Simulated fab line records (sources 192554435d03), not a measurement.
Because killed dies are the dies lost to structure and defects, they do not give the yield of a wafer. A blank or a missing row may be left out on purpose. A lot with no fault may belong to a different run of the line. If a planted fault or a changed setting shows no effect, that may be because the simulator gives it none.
Chamber matching ; flow n5-finfet ; N5_BEOL_M7_STRIP_67 on rie-diel-03: 4 sister chambers
The step strips in CF4. 8 wafers are shown with their chamber, then 10 later ones without.

WAFERS, EACH WITH ITS CHAMBER
wafer;chamber;oes-product-au (a.u.);drypump-motor-current-A (A)
L080.5;2;0.91;4.9
L086.2;0;0.78;5.5
L086.5;0;0.78;5.6
L085.4;1;0.79;5.4
L087.5;3;0.69;5.3
L087.6;2;0.89;4.8
L089.1;3;0.69;5.4
L089.3;1;0.78;5.4

WAFERS MISSING THEIR CHAMBER
wafer;oes-product-au (a.u.);drypump-motor-current-A (A)
L089.6;0.77;5.5
L090.1;0.78;5.4
L090.3;0.67;5.4
L090.5;0.87;4.8
L092.1;0.77;5.6
L092.2;0.88;4.8
L092.3;0.68;5.4
L097.3;0.76;5.5
L097.4;0.76;5.4
L097.5;0.86;4.8

THE CHAMBER EACH PASSED THROUGH
wafer;from the rows above;in truth
L089.6;can't be placed: 0 or 1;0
L090.1;can't be placed: 1 or 0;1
L090.3;3;3
L090.5;2;2
L092.1;0;0
L092.2;2;2
L092.3;3;3
L097.3;can't be placed: 0 or 1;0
L097.4;can't be placed: 1 or 0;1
L097.5;2;2
6 of 10 placed correctly. Not placeable from these rows: 4 (in 4, the candidates include the true chamber). Wrongly placed: 0.
How it was worked out, from the rows above alone: a wafer's distance from a chamber is the root of the sum, over the readings, of the square of ((its reading less the chamber's mean) divided by the reading's scatter). If the next closest chamber is less than 2 further off than the closest, the wafer can't be placed; otherwise it belongs to the closest. Each chamber's mean is taken over the wafers shown for it. How the scatter is found: for the shown wafers, subtract from each reading the mean of its chamber, square and add these, divide the total by (wafers less chambers), then take the root.
